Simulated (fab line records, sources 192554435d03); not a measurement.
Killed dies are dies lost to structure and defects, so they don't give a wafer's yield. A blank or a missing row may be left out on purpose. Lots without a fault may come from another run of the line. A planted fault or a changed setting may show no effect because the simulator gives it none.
Chamber matching | flow n5_finfet | N5_FIN_SAQP_SPACER2_ALD_28 on ald_sin-04: 4 sister chambers
The step deposits SiO2, target thk 8.1 nm, pulse time 1 s, purge time 2 s. 7 wafers are shown with their chamber, then 7 later ones without.

WAFERS WITH THEIR CHAMBER
wafer  | chamber | heater_power_w (W) | precursor_pulse_height_rel
L074.1 | 2       | 466                | 1.030
L082.2 | 1       | 475                | 0.988
L082.6 | 3       | 466                | 1.024
L087.2 | 2       | 469                | 0.986
L087.6 | 0       | 504                | 0.998
L092.2 | 3       | 449                | 0.979
L092.5 | 0       | 498                | 1.000

WAFERS WITHOUT THEIR CHAMBER
wafer  | heater_power_w (W) | precursor_pulse_height_rel
L092.6 | 449                | 0.987
L094.4 | 481                | 1.022
L094.5 | 456                | 0.951
L094.6 | 473                | 0.996
L097.1 | 481                | 0.993
L097.4 | 510                | 0.982
L097.5 | 467                | 0.999

WHICH CHAMBER EACH WENT THROUGH
wafer  | from the rows above               | in truth
L092.6 | can't be placed: 3 or 2           | 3
L094.4 | can't be placed: 1 or 2 or 0 or 3 | 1
L094.5 | can't be placed: 3 or 2 or 1      | 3
L094.6 | can't be placed: 1 or 2 or 3      | 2
L097.1 | can't be placed: 1 or 2 or 0      | 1
L097.4 | 0                                 | 0
L097.5 | can't be placed: 2 or 1 or 3      | 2
Placed correctly: 1 of 7. Can't be placed from these rows: 6 (the true chamber is among the candidates in 6). Placed wrongly: 0.
How it was worked out, from the rows above alone: a wafer's distance from a chamber is the root of the sum, over the readings, of the square of ((its reading less the chamber's mean) divided by the reading's scatter). The wafer belongs to the nearest chamber; if the next one is less than 2 further off, it can't be placed. A chamber's mean is the mean of its shown wafers. The scatter: the root of (the sum of the squares of (reading less its chamber's mean) over the shown wafers, divided by (wafers less chambers)).
